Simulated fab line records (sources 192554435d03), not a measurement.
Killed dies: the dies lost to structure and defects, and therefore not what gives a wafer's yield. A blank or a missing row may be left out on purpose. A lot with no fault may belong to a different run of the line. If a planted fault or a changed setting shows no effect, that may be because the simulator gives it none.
Problem report, 8D (eight disciplines) form, completed by code	flow n5Finfet	the parts of the form that need people (team, actions taken, sign-off) are left out

## 1. WHAT IS WRONG
At N5_PASSIVATION_PROBE_49, killed_at_M4_up averages 92 over 6 wafers from 2 lots, while fault-free wafers read 13, standard deviation 5.6. That is +14 standard deviations from the usual mean.
First seen on wafer L420.2, day 15 08:14, on prober-01. At this step, 11 wafers from 5 lots have a number in the record. By rule, "out" or "out of limits" means more than 4 standard deviations away from the usual mean. All remaining wafers that have a number are taken as sound.

## 2. WHAT IT IS; WHAT IT IS NOT
question	is	is not
which readings at this step	killed_at_M4_up	killed_at_M0_to_M3, killedAtContacts, killedAtFrontEnd, killedAtOther, killedShort, sort_bin_4_leakage, sort_bin_6_memory, sort_bin_8_speed
which lots	L420, L421	L412, L424, L426
which wafers of those lots	all that have a number	-
read on which tools	prober-01	prober-02
when	from day 15 08:14	up to then (3 sound wafers); but 2 sound wafers of L424, L426 came after

## 3. THE SUSPECTS, EACH WITH WHAT RULES IT OUT
Counting: a tool stays on the suspect list if, at a process step up to the reading, it processed all lots that are out and no sound lot following the first of them.
- pvdSputter-01 at N5_BEOL_M10_PRE_CLEAN_45 (time 30 s): kept. Every lot that is out went through it, starting with L420 (day 13 04:40), and after that it ran no sound lot; the last sound lot it ran before then is L412 (day 10 21:02).
- rieDiel-01 at N5_PASSIVATION_STRIP_14 (strips in O2): kept. It ran every lot that is out, first L420 (day 15 01:11), and no sound lot after that.
- pecvd-01 at N5_PASSIVATION_PECVD_35 (deposits SiNx from SiH4/NH3/N2, target thk 700 nm, time 151.3 s): kept. It ran every lot that is out, first L420 (day 15 04:34), and no sound lot after that.
- prober-01 at N5_PASSIVATION_PROBE_49: kept. It ran every lot that is out, first L420 (day 15 08:14), and no sound lot after that. Its own killed_at_M4_up readings are out on those wafers.
Left after counting: pvdSputter-01 at N5_BEOL_M10_PRE_CLEAN_45, rieDiel-01 at N5_PASSIVATION_STRIP_14, pecvd-01 at N5_PASSIVATION_PECVD_35, prober-01 at N5_PASSIVATION_PROBE_49.

## 4. THE CAUSE (what the simulator had put in)
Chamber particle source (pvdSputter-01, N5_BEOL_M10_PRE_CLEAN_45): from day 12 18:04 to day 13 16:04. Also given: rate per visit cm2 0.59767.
Counting left 4 suspects, and this tool is among them.

## 5. THE EFFECT CHAIN, in route order
Each row: a reading whose mean over the struck wafers that have a number lies more than 3 standard deviations from the usual. Readings are gone through only where the record gives a usual standard deviation; hours: the median, over the lots, of the time from a lot's start at the first step in this table giving one to that lot's start at this step; sigmas: the change measured in usual standard deviations.
hours	step	reading	usual	on struck wafers	change	sigmas
0	N5_PASSIVATION_PROBE_49	defectLimitedYield	91.1 %	86.5	-4.6	-3.1
0	N5_PASSIVATION_PROBE_49	killed_at_M4_up	13	92	+78	+14
0	N5_PASSIVATION_PROBE_49	killedDies	105	160	+55	+3.0
0	N5_PASSIVATION_PROBE_49	sort_bin_5_function	5.1 %	8.6	+3.5	+3.8
0	N5_PASSIVATION_PROBE_49	sortNPass	1075	1020	-55	-3.1
0	N5_PASSIVATION_PROBE_49	sortYieldPct	91.1 %	86.5	-4.6	-3.1
Process steps it contains:
- N5_PASSIVATION_PROBE_49

## 6. HOW IT WOULD HAVE BEEN CAUGHT EARLIER
62 hours passed between the start of the fault at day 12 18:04 and the first reading out of limits in this record, taken at day 15 08:14.
Of the tool readings at N5_BEOL_M10_PRE_CLEAN_45 for which the record gives a usual standard deviation, none was out on any struck wafer, so an alarm limit of 4 standard deviations on them would not have fired.
The start of N5_BEOL_M10_PRE_CLEAN_45 on pvdSputter-01 came by day 15 08:14 for every one of the lots that are out (2). Holding the tool at that point would not have protected any of them.
